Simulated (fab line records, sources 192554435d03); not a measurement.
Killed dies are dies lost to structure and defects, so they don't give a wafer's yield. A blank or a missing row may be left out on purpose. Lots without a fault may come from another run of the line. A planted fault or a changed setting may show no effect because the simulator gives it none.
Chamber matching | flow n5_finfet | N5_BEOL_M3_STRIP_36 on rie_diel-04: 4 sister chambers
The step strips in N2/H2. 8 wafers are shown with their chamber, then 12 later ones without.

WAFERS WITH THEIR CHAMBER
wafer  | chamber | drypump_motor_current_A (A) | showerhead_plenum_p_Torr (Torr)
L086.1 | 1       | 5.2                         | 2.50
L086.3 | 2       | 5.7                         | 2.41
L086.4 | 3       | 5.2                         | 2.47
L086.5 | 0       | 5.9                         | 2.54
L086.6 | 3       | 5.2                         | 2.47
L090.1 | 2       | 5.7                         | 2.41
L090.2 | 1       | 5.3                         | 2.50
L090.3 | 0       | 5.9                         | 2.53

WAFERS WITHOUT THEIR CHAMBER
wafer  | drypump_motor_current_A (A) | showerhead_plenum_p_Torr (Torr)
L090.4 | 5.2                         | 2.47
L090.5 | 5.2                         | 2.50
L090.6 | 5.9                         | 2.53
L089.1 | 5.2                         | 2.47
L089.5 | 5.2                         | 2.47
L089.6 | 5.3                         | 2.50
L093.1 | 5.7                         | 2.73
L093.3 | 5.2                         | 2.47
L093.4 | 5.3                         | 2.49
L095.2 | 5.3                         | 2.49
L095.5 | 5.2                         | 2.47
L095.6 | 5.7                         | 2.73

WHICH CHAMBER EACH WENT THROUGH
wafer  | from the rows above | in truth
L090.4 | 3                   | 3
L090.5 | 1                   | 1
L090.6 | 0                   | 0
L089.1 | 3                   | 3
L089.5 | 3                   | 3
L089.6 | 1                   | 1
L093.1 | 0                   | 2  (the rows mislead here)
L093.3 | 3                   | 3
L093.4 | 1                   | 1
L095.2 | 1                   | 1
L095.5 | 3                   | 3
L095.6 | 0                   | 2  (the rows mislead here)
Placed correctly: 10 of 12. Can't be placed from these rows: 0. Placed wrongly: 2.
How it was worked out, from the rows above alone: a wafer's distance from a chamber is the root of the sum, over the readings, of the square of ((its reading less the chamber's mean) divided by the reading's scatter). The wafer belongs to the nearest chamber; if the next one is less than 2 further off, it can't be placed. A chamber's mean is the mean of its shown wafers. The scatter: the root of (the sum of the squares of (reading less its chamber's mean) over the shown wafers, divided by (wafers less chambers)).
